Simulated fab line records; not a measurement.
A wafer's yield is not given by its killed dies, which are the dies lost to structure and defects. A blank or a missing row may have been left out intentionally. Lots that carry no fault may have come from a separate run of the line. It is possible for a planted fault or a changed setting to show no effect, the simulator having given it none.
fab line records -- flow nand-harc -- part 1 of 2: steps 1 to 4 of 6
record: lots: 24, wafers: 72, last-day: 34
route steps=1302 shown P_BONDPAD@369 A_SOURCE_PLATE@420 A_CHANNEL_HOLE_D1@476 A_CHANNEL_FILL_D1@501
lots that met no fault: taken from a fault-free run of the same line
start-h: the number of hours between the record's first day and the start of the first shown wafer of the lot -- wait-h: hours elapsed since this lot's preceding step -- " the same as in the row above -- L1.1+2: one row covering several wafers at once -- - no value present, or no start provided -- * or withheld: withheld -- < > ~ a bound
route shown NAME@n: a module of which the file shows steps, and the number in the route of the first -- usual: mean/standard deviation of fault-free wafers -- same: alike in all rows -- chamber/n: place in a boat -- sites: each site's reading -- _std_site: their standard deviation -- _edge_site: outer sites' mean less inner sites' -- radius-mm: how far each site lies from the wafer's centre -- mask NAME#n: copy n -- behind: the most recent tool/chamber to have shaped the wafer -- hold: the reason the lot was held/the length of the hold in hours/how it ended -- device: the transistor (n, p or np) that didn't switch -- end of line: the route-end tests of the same wafers -- a step with no rows: only its recipe -- killed: dies lost to structure and defects at the first sort, not the wafer's yield -- map: a wafer's dies, x killed, . not, _ none there
set.NAME: the run value of the setting; set.NAME@STEP: its run value at that earlier step -- model.NAME: the simulator's own value behind a step, which no gauge read
one table for each step of the route and one row for each wafer, over a sample of lots
services: a tool's chamber out of use, with start hour (start-h, from the record's first day; less than 0 if before it), hours out, and reason
== steps ==
step: NHARC_P_BONDPAD_ETCH_12
recipe: target-depth-a: 2000, time-s: 100, chf3-flow-sccm: 50, o2-flow-sccm: 10, ar-flow-sccm: 200, rf-w: 500, bias-w: 200, chemistry: CHF3/O2
usual: drypump-motor-current-A: 5.7/0.49, oes-product-au: 0.943/0.023, rf-vpp-V: 369.4/2.1, showerhead-plenum-p-Torr: 2.35/0.087, throttle-valve-pct: 20.572/0.0088
lot.wafer,tool,chamber,start-h,wait-h,drypump-motor-current-A,oes-product-au,rf-hours-counter-h,rf-vpp-V,showerhead-plenum-p-Torr,throttle-valve-pct
L074.3,rie-diel-05,2,-,-,5.8,0.921,3.3,369.4,2.31,20.554
L074.1,rie-diel-05,3,-,-,5.2,0.921,4.2,371.0,2.41,20.576
L074.5,rie-diel-05,3,-,-,5.2,0.906,-,370.3,2.41,20.589
L075.3,rie-diel-01,1,-,-,5.1,0.959,2.9,366.4,2.25,20.590
L075.1,rie-diel-01,2,-,-,5.8,0.954,3.1,373.8,2.55,20.573
L075.4,rie-diel-01,3,-,-,6.2,0.946,3.5,368.3,2.27,20.575
L076.4,rie-diel-05,1,-,-,6.0,0.928,3.8,368.6,2.33,20.577
L076.1,rie-diel-05,3,-,-,5.1,0.919,4.6,371.9,2.41,20.586
L076.6,rie-diel-05,2,-,-,5.7,0.940,-,367.7,2.31,20.559
L077.3,rie-diel-01,2,-,-,5.8,0.935,3.8,374.5,2.55,20.567
L077.6,rie-diel-01,3,-,-,6.2,0.932,-,367.6,2.27,20.578
L077.5,rie-diel-01,0,-,-,5.2,0.945,-,368.1,2.33,20.568
L078.4,rie-diel-05,0,-,-,5.0,0.982,5.0,368.6,2.30,20.571
L078.3,rie-diel-05,1,-,-,6.0,0.960,4.6,368.6,2.33,20.589
L078.6,rie-diel-05,0,-,-,5.0,0.975,-,368.8,2.30,20.565
L079.4,rie-diel-01,1,-,-,5.1,0.970,3.8,365.5,2.25,20.576
L079.1,rie-diel-01,2,-,-,5.8,0.966,4.0,373.0,2.55,20.574
L079.5,rie-diel-01,0,-,-,5.2,0.974,-,369.2,2.33,20.556
L080.2,rie-diel-01,1,-,-,5.1,0.968,4.1,367.0,2.25,20.565
L080.4,rie-diel-01,2,-,-,5.8,0.979,4.4,374.0,2.55,20.561
L080.6,rie-diel-01,3,-,-,6.1,0.939,-,367.3,2.27,20.573
L081.4,rie-diel-07,2,-,-,6.4,0.911,4.6,372.6,2.48,20.568
L081.3,rie-diel-07,3,-,-,5.8,0.914,3.5,369.6,2.35,20.570
L081.5,rie-diel-07,2,-,-,6.5,0.917,-,372.1,2.48,20.587
L082.3,rie-diel-01,3,-,-,6.2,0.964,0.0,369.3,2.27,20.576
L082.5,rie-diel-01,1,-,-,5.1,0.968,-,367.0,2.25,20.570
L082.6,rie-diel-01,2,-,-,5.8,0.960,-,374.3,2.55,20.579
L083.2,rie-diel-01,3,-,-,6.2,0.974,0.1,368.2,2.27,20.566
L083.3,rie-diel-01,0,-,-,5.2,0.984,0.1,369.6,2.33,20.580
L083.1,rie-diel-01,1,-,-,5.1,0.962,0.1,365.7,2.25,20.554
L084.3,rie-diel-07,1,-,-,6.4,0.926,7.3,369.1,2.34,20.583
L084.2,rie-diel-07,2,-,-,6.4,0.914,7.2,373.1,2.48,20.570
L084.6,rie-diel-07,0,-,-,5.8,0.915,-,370.3,2.34,20.569
L085.4,rie-diel-01,2,-,-,5.8,0.967,1.6,373.5,2.55,20.572
L085.6,rie-diel-01,1,-,-,5.1,0.973,-,368.5,2.25,20.575
L085.5,rie-diel-01,2,-,-,5.9,0.953,-,372.5,2.55,20.572
L086.2,rie-diel-07,3,-,-,5.8,0.912,6.8,370.2,2.35,20.570
L086.5,rie-diel-07,1,-,-,6.4,0.925,-,369.6,2.34,20.560
L086.6,rie-diel-07,2,-,-,6.5,0.917,-,371.2,2.48,20.579
L087.3,rie-diel-01,1,-,-,5.1,0.922,2.1,368.1,2.25,20.557
L087.2,rie-diel-01,3,-,-,6.2,0.920,1.6,366.2,2.27,20.577
L087.6,rie-diel-01,1,-,-,5.1,0.919,-,366.6,2.25,20.567
L088.3,rie-diel-07,2,-,-,6.5,0.926,9.2,372.8,2.48,20.593
L088.4,rie-diel-07,3,-,-,5.8,0.926,7.3,369.0,2.35,20.588
L088.6,rie-diel-07,2,-,-,6.4,0.926,-,370.8,2.48,20.569
L089.3,rie-diel-05,0,-,-,5.0,0.925,1.9,368.1,2.30,20.584
L089.4,rie-diel-05,3,-,-,5.1,0.913,2.1,370.3,2.41,20.576
L089.5,rie-diel-05,0,-,-,5.0,0.918,-,367.5,2.30,20.581
L090.2,rie-diel-01,1,-,-,5.1,0.928,3.6,366.9,2.25,20.572
L090.3,rie-diel-01,3,-,-,6.2,0.931,2.8,366.9,2.27,20.582
L090.6,rie-diel-01,1,-,-,5.1,0.912,-,367.0,2.25,20.579
L091.1,rie-diel-01,0,304.09,0.1,5.2,0.953,3.2,369.1,2.33,20.572
L091.4,rie-diel-01,1,304.09,0.1,5.1,0.942,-,367.0,2.25,20.569
L091.6,rie-diel-01,1,304.09,0.1,5.1,0.945,-,368.1,2.25,20.562
L092.4,rie-diel-07,0,-,-,5.8,0.961,0.3,370.1,2.33,20.564
L092.3,rie-diel-07,1,-,-,6.3,0.963,0.3,369.7,2.34,20.575
L092.5,rie-diel-07,3,-,-,5.7,0.977,-,371.8,2.35,20.569
L093.4,rie-diel-05,1,-,-,6.0,0.931,3.8,369.3,2.33,20.584
L093.2,rie-diel-05,2,-,-,5.8,0.936,4.3,368.1,2.30,20.555
L093.3,rie-diel-05,3,-,-,5.2,0.928,4.5,370.9,2.41,20.571
L094.6,rie-diel-07,2,-,-,6.4,0.938,-,373.1,2.48,20.556
L094.5,rie-diel-07,0,-,-,5.8,0.935,-,369.5,2.33,20.576
L094.4,rie-diel-07,1,-,-,6.4,0.921,-,367.9,2.34,20.579
L095.4,rie-diel-05,1,-,-,6.0,0.980,5.6,369.5,2.33,20.554
L095.2,rie-diel-05,2,-,-,5.8,0.977,6.1,369.1,2.30,20.577
L095.5,rie-diel-05,0,-,-,5.1,0.956,-,366.2,2.30,20.562
L096.4,rie-diel-07,0,-,-,5.8,0.931,4.4,368.3,2.33,20.570
L096.1,rie-diel-07,1,-,-,6.4,0.922,3.7,368.6,2.34,20.553
L096.5,rie-diel-07,3,-,-,5.8,0.923,-,368.8,2.34,20.581
L097.3,rie-diel-01,1,-,-,5.1,0.914,4.6,368.2,2.25,20.568
L097.1,rie-diel-01,3,-,-,6.1,0.930,4.5,367.4,2.27,20.581
L097.5,rie-diel-01,2,-,-,5.8,0.940,-,372.9,2.55,20.574
step: NHARC_P_BONDPAD_STRIP_15
recipe: o2-flow-sccm: 500, ar-flow-sccm: 0, bias-w: 0, chemistry: O2
usual: drypump-motor-current-A: 5.7/0.48, oes-product-au: 1.002/0.0091, rf-vpp-V: 57.6/0.95, showerhead-plenum-p-Torr: 3.46/0.12, throttle-valve-pct: 17.036/0.0084
lot.wafer,tool,chamber,start-h,wait-h,drypump-motor-current-A,oes-product-au,rf-hours-counter-h,rf-vpp-V,showerhead-plenum-p-Torr,throttle-valve-pct
L074.1,rie-diel-01,2,137.63,0.1,5.9,0.997,3.0,56.7,3.74,17.042
L074.3,rie-diel-01,1,137.63,0.1,5.1,0.987,2.8,58.4,3.32,17.031
L074.5,rie-diel-01,2,137.63,0.1,5.9,1.002,-,59.2,3.74,17.046
L075.3,rie-diel-01,3,140.59,0.1,6.2,0.989,3.6,56.7,3.34,17.025
L075.4,rie-diel-01,0,140.59,0.1,5.2,0.999,3.4,59.8,3.43,17.028
L075.1,rie-diel-01,2,140.59,0.1,5.8,1.011,3.1,58.3,3.74,17.058
L076.4,rie-diel-05,1,151.28,0.1,6.1,1.005,3.8,57.0,3.43,17.039
L076.1,rie-diel-05,2,151.28,0.1,5.8,1.012,3.6,57.6,3.39,17.035
L076.6,rie-diel-05,0,151.28,0.1,5.0,1.017,-,57.7,3.38,17.046
L077.3,rie-diel-05,2,169.09,0.1,5.8,1.014,4.4,57.5,3.39,17.037
L077.5,rie-diel-05,1,169.09,0.1,6.0,1.009,-,56.9,3.43,17.047
L077.6,rie-diel-05,2,169.09,0.1,5.8,1.009,-,58.1,3.39,17.037
L078.3,rie-diel-07,3,174.12,0.1,5.7,1.003,3.1,56.5,3.45,17.029
L078.4,rie-diel-07,0,174.12,0.1,5.8,1.000,3.6,57.2,3.44,17.037
L078.6,rie-diel-07,2,174.12,0.1,6.4,1.017,-,57.8,3.64,17.033
L079.4,rie-diel-01,2,179.29,0.1,5.8,1.015,4.0,58.5,3.74,17.034
L079.1,rie-diel-01,3,179.29,0.1,6.2,0.999,4.4,57.7,3.34,17.027
L079.5,rie-diel-01,2,179.29,0.1,5.9,1.006,-,60.1,3.74,17.027
L080.4,rie-diel-05,2,195.48,0.1,5.8,1.011,5.2,57.5,3.39,17.033
L080.2,rie-diel-05,3,195.48,0.1,5.1,0.989,6.4,56.8,3.55,17.033
L080.6,rie-diel-05,3,195.48,0.1,5.1,0.990,-,58.5,3.54,17.025
L081.3,rie-diel-07,3,206.04,0.1,5.8,0.995,3.5,57.3,3.45,17.036
L081.4,rie-diel-07,1,206.04,0.1,6.4,1.000,4.1,57.0,3.44,17.041
L081.5,rie-diel-07,3,206.04,0.1,5.8,1.003,-,57.4,3.45,17.034
L082.3,rie-diel-05,1,218.82,0.1,6.0,0.999,7.6,57.5,3.43,17.044
L082.6,rie-diel-05,2,218.82,0.1,5.7,1.004,-,56.8,3.39,17.032
L082.5,rie-diel-05,3,218.82,0.1,5.2,0.999,-,58.1,3.54,17.033
L083.1,rie-diel-05,3,224.23,0.1,5.1,0.991,9.5,58.0,3.54,17.040
L083.3,rie-diel-05,1,224.23,0.1,6.0,0.997,7.6,57.9,3.43,17.048
L083.2,rie-diel-05,2,224.23,0.1,5.8,1.015,7.9,57.7,3.39,17.032
L084.3,rie-diel-07,2,237.10,0.1,6.5,1.000,7.2,58.3,3.64,17.028
L084.2,rie-diel-07,0,237.10,0.1,5.8,0.987,8.7,58.1,3.43,17.024
L084.6,rie-diel-07,2,237.10,0.1,6.5,1.003,-,57.8,3.64,17.035
L085.4,rie-diel-01,0,254.35,0.1,5.2,1.011,1.4,57.4,3.42,17.042
L085.5,rie-diel-01,2,254.35,0.1,5.9,1.015,-,57.5,3.74,17.036
L085.6,rie-diel-01,3,254.35,0.1,6.2,0.993,-,54.7,3.34,17.034
L086.2,rie-diel-01,0,257.72,0.1,5.2,1.010,1.4,58.4,3.43,17.036
L086.6,rie-diel-01,0,257.72,0.1,5.2,1.011,-,58.0,3.43,17.036
L086.5,rie-diel-01,1,257.72,0.1,5.2,1.007,-,58.4,3.31,17.038
L087.2,rie-diel-07,0,264.26,0.1,5.8,0.988,9.9,56.7,3.43,17.041
L087.3,rie-diel-07,1,264.26,0.1,6.4,0.990,9.0,57.4,3.44,17.023
L087.6,rie-diel-07,3,264.26,0.1,5.8,1.000,-,56.4,3.45,17.029
L088.3,rie-diel-01,1,281.25,0.1,5.2,0.990,2.7,56.5,3.31,17.030
L088.4,rie-diel-01,2,281.25,0.1,5.9,1.009,2.4,59.0,3.74,17.038
L088.6,rie-diel-01,3,281.25,0.1,6.2,1.003,-,57.3,3.34,17.040
L089.4,rie-diel-07,1,281.69,0.1,6.4,0.998,9.2,58.9,3.44,17.021
L089.3,rie-diel-07,2,281.69,0.1,6.5,0.992,9.2,57.8,3.64,17.035
L089.5,rie-diel-07,2,281.69,0.1,6.5,0.988,-,59.2,3.64,17.026
L090.2,rie-diel-05,3,301.35,0.1,5.1,0.993,3.1,56.6,3.54,17.049
L090.3,rie-diel-05,2,301.35,0.1,5.8,1.008,2.8,56.7,3.39,17.046
L090.6,rie-diel-05,3,301.35,0.1,5.1,0.997,-,59.2,3.54,17.031
L091.1,rie-diel-05,3,304.37,0.1,5.2,1.002,3.3,58.5,3.54,17.037
L091.4,rie-diel-05,0,304.37,0.1,5.1,1.004,3.2,58.2,3.38,17.035
L091.6,rie-diel-05,3,304.37,0.1,5.2,0.993,-,57.6,3.54,17.044
L092.3,rie-diel-01,0,314.09,0.1,5.2,1.012,3.7,58.6,3.42,17.055
L092.5,rie-diel-01,1,314.09,0.1,5.1,0.999,-,57.3,3.31,17.038
L092.4,rie-diel-01,0,314.09,0.1,5.2,0.999,-,59.3,3.42,17.048
L093.4,rie-diel-07,3,326.22,0.1,5.8,1.001,1.7,58.1,3.45,17.027
L093.2,rie-diel-07,0,326.22,0.1,5.8,1.006,1.8,56.2,3.43,17.019
L093.3,rie-diel-07,2,326.22,0.1,6.5,1.018,1.6,57.8,3.64,17.055
L094.4,rie-diel-05,1,343.62,0.1,6.0,0.992,4.9,58.5,3.43,17.050
L094.5,rie-diel-05,3,343.62,0.1,5.2,0.982,-,57.4,3.54,17.049
L094.6,rie-diel-05,0,343.62,0.1,5.0,0.986,-,56.6,3.38,17.040
L095.4,rie-diel-01,3,355.62,0.1,6.2,0.997,4.3,58.1,3.34,17.016
L095.2,rie-diel-01,2,355.62,0.1,5.9,1.024,5.1,59.6,3.74,17.025
L095.5,rie-diel-01,0,355.62,0.1,5.2,1.010,-,56.8,3.42,17.044
L096.1,rie-diel-07,0,358.02,0.1,5.8,1.010,4.4,57.3,3.43,17.021
L096.4,rie-diel-07,3,358.02,0.1,5.8,1.005,2.5,58.0,3.45,17.046
L096.5,rie-diel-07,0,358.02,0.1,5.8,1.005,-,58.1,3.43,17.021
L097.1,rie-diel-07,3,365.46,0.1,5.8,1.003,3.0,57.4,3.45,17.043
L097.3,rie-diel-07,1,365.46,0.1,6.4,1.003,4.5,57.2,3.44,17.032
L097.5,rie-diel-07,3,365.46,0.1,5.8,1.011,-,57.3,3.45,17.037
step: NHARC_P_BONDPAD_PRE_CLEAN_26
recipe: time-s: 30, temp-c: 280, gas: H2/He
usual: heater-power-w: 414/43
lot.wafer,tool,chamber,start-h,wait-h,heater-power-w
L074.3,pvd-sputter-01,-,-,-,383
L074.1,pvd-sputter-01,-,-,-,444
L074.5,pvd-sputter-01,-,-,-,376
L075.4,pvd-sputter-02,-,-,-,391
L075.3,pvd-sputter-02,-,-,-,369
L075.1,pvd-sputter-02,-,-,-,379
L076.1,pvd-sputter-01,-,-,-,447
L076.4,pvd-sputter-01,-,-,-,374
L076.6,pvd-sputter-01,-,-,-,442
L077.3,pvd-sputter-01,-,-,-,379
L077.6,pvd-sputter-01,-,-,-,442
L077.5,pvd-sputter-01,-,-,-,376
L078.4,pvd-sputter-01,-,-,-,505
L078.3,pvd-sputter-01,-,-,-,437
L078.6,pvd-sputter-01,-,-,-,379
L079.1,pvd-sputter-01,-,-,-,453
L079.4,pvd-sputter-01,-,-,-,373
L079.5,pvd-sputter-01,-,-,-,513
L080.4,pvd-sputter-02,-,-,-,435
L080.2,pvd-sputter-02,-,-,-,385
L080.6,pvd-sputter-02,-,-,-,436
L081.4,pvd-sputter-03,-,-,-,349
L081.3,pvd-sputter-03,-,-,-,447
L081.5,pvd-sputter-03,-,-,-,361
L082.3,pvd-sputter-03,-,-,-,446
L082.5,pvd-sputter-03,-,-,-,451
L082.6,pvd-sputter-03,-,-,-,357
L083.2,pvd-sputter-01,-,-,-,371
L083.3,pvd-sputter-01,-,-,-,376
L083.1,pvd-sputter-01,-,-,-,493
L084.2,pvd-sputter-01,-,-,-,393
L084.3,pvd-sputter-01,-,-,-,507
L084.6,pvd-sputter-01,-,-,-,377
L085.4,pvd-sputter-03,-,-,-,347
L085.6,pvd-sputter-03,-,-,-,451
L085.5,pvd-sputter-03,-,-,-,458
L086.2,pvd-sputter-03,-,-,-,479
L086.6,pvd-sputter-03,-,-,-,355
L086.5,pvd-sputter-03,-,-,-,404
L087.2,pvd-sputter-02,-,-,-,375
L087.3,pvd-sputter-02,-,-,-,383
L087.6,pvd-sputter-02,-,-,-,376
L088.3,pvd-sputter-01,-,-,-,513
L088.4,pvd-sputter-01,-,-,-,392
L088.6,pvd-sputter-01,-,-,-,503
L089.3,pvd-sputter-03,-,-,-,456
L089.4,pvd-sputter-03,-,-,-,469
L089.5,pvd-sputter-03,-,-,-,349
L090.2,pvd-sputter-02,-,-,-,429
L090.3,pvd-sputter-02,-,-,-,365
L090.6,pvd-sputter-02,-,-,-,431
L091.4,pvd-sputter-03,-,-,-,458
L091.1,pvd-sputter-03,-,-,-,405
L091.6,pvd-sputter-03,-,-,-,464
L092.4,pvd-sputter-01,-,-,-,500
L092.3,pvd-sputter-01,-,-,-,372
L092.5,pvd-sputter-01,-,-,-,464
L093.4,pvd-sputter-02,-,-,-,392
L093.2,pvd-sputter-02,-,-,-,435
L093.3,pvd-sputter-02,-,-,-,390
L094.4,pvd-sputter-02,-,-,-,384
L094.6,pvd-sputter-02,-,-,-,381
L094.5,pvd-sputter-02,-,-,-,397
L095.4,pvd-sputter-02,-,-,-,380
L095.2,pvd-sputter-02,-,-,-,440
L095.5,pvd-sputter-02,-,-,-,383
L096.1,pvd-sputter-02,-,-,-,403
L096.4,pvd-sputter-02,-,-,-,402
L096.5,pvd-sputter-02,-,-,-,390
L097.3,pvd-sputter-03,-,-,-,376
L097.1,pvd-sputter-03,-,-,-,408
L097.5,pvd-sputter-03,-,-,-,375
step: NHARC_A_SOURCE_PLATE_THK_MEAS_06
recipe: thk-meas-gauge: ellipsometry
usual: thk-nm: 199.8/2.4
lot.wafer,tool,chamber,start-h,wait-h,thk-nm
L074.1,film-metro-02,-,163.03,0.4,192.9
L074.3,film-metro-02,-,163.03,0.4,193.8
L074.5,film-metro-02,-,163.03,0.4,194.8
L075.1,film-metro-01,-,163.05,0.4,202.4
L075.3,film-metro-01,-,163.05,0.4,204.0
L075.4,film-metro-01,-,163.05,0.4,200.9
L076.1,film-metro-01,-,177.64,0.4,197.8
L076.4,film-metro-01,-,177.64,0.4,198.3
L076.6,film-metro-01,-,177.64,0.4,199.7
L077.3,film-metro-01,-,193.73,0.4,200.6
L077.5,film-metro-01,-,193.73,0.4,199.9
L077.6,film-metro-01,-,193.73,0.4,198.1
L078.3,film-metro-02,-,198.61,0.4,197.8
L078.4,film-metro-02,-,198.61,0.4,199.9
L078.6,film-metro-02,-,198.61,0.4,200.6
L079.1,film-metro-02,-,204.48,0.4,199.0
L079.4,film-metro-02,-,204.48,0.4,199.2
L079.5,film-metro-02,-,204.48,0.4,200.0
L080.2,film-metro-02,-,222.36,0.4,200.5
L080.4,film-metro-02,-,222.36,0.4,197.0
L080.6,film-metro-02,-,222.36,0.4,201.5
L081.3,film-metro-02,-,232.83,0.4,201.0
L081.4,film-metro-02,-,232.83,0.4,201.2
L081.5,film-metro-02,-,232.83,0.4,200.1
L082.3,film-metro-02,-,244.85,0.4,200.3
L082.5,film-metro-02,-,244.85,0.4,195.3
L082.6,film-metro-02,-,244.85,0.4,195.8
L083.1,film-metro-02,-,252.13,0.4,198.7
L083.2,film-metro-02,-,252.13,0.4,202.9
L083.3,film-metro-02,-,252.13,0.4,199.5
L084.2,film-metro-02,-,261.32,0.4,199.4
L084.3,film-metro-02,-,261.32,0.4,200.3
L084.6,film-metro-02,-,261.32,0.4,199.0
L085.4,film-metro-02,-,279.09,0.4,203.3
L085.5,film-metro-02,-,279.09,0.4,203.2
L085.6,film-metro-02,-,279.09,0.4,202.7
L086.2,film-metro-01,-,286.40,0.4,202.5
L086.5,film-metro-01,-,286.40,0.4,200.1
L086.6,film-metro-01,-,286.40,0.4,201.8
L087.2,film-metro-01,-,290.65,0.4,195.9
L087.3,film-metro-01,-,290.65,0.4,197.3
L087.6,film-metro-01,-,290.65,0.4,196.5
L088.3,film-metro-01,-,307.32,0.4,202.8
L088.4,film-metro-01,-,307.32,0.4,200.5
L088.6,film-metro-01,-,307.32,0.4,199.8
L089.3,film-metro-02,-,307.32,0.4,201.3
L089.4,film-metro-02,-,307.32,0.4,199.8
L089.5,film-metro-02,-,307.32,0.4,200.2
L091.1,film-metro-01,-,327.96,0.4,198.3
L091.4,film-metro-01,-,327.96,0.4,201.1
L091.6,film-metro-01,-,327.96,0.4,196.7
L090.2,film-metro-02,-,327.96,0.4,198.6
L090.3,film-metro-02,-,327.96,0.4,203.2
L090.6,film-metro-02,-,327.96,0.4,205.2
L092.3,film-metro-02,-,339.72,0.4,201.8
L092.4,film-metro-02,-,339.72,0.4,200.6
L092.5,film-metro-02,-,339.72,0.4,202.4
L093.2,film-metro-02,-,350.73,0.4,197.2
L093.3,film-metro-02,-,350.73,0.4,199.2
L093.4,film-metro-02,-,350.73,0.4,198.3
L094.4,film-metro-02,-,368.77,0.4,197.5
L094.5,film-metro-02,-,368.77,0.4,198.2
L094.6,film-metro-02,-,368.77,0.4,197.5
L095.2,film-metro-01,-,380.97,0.4,200.9
L095.4,film-metro-01,-,380.97,0.4,201.5
L095.5,film-metro-01,-,380.97,0.4,202.5
L096.1,film-metro-01,-,380.97,0.4,200.1
L096.4,film-metro-01,-,380.97,0.4,200.1
L096.5,film-metro-01,-,380.97,0.4,199.9
L097.1,film-metro-01,-,393.33,0.4,201.2
L097.3,film-metro-01,-,393.33,0.4,198.6
L097.5,film-metro-01,-,393.33,0.4,196.5
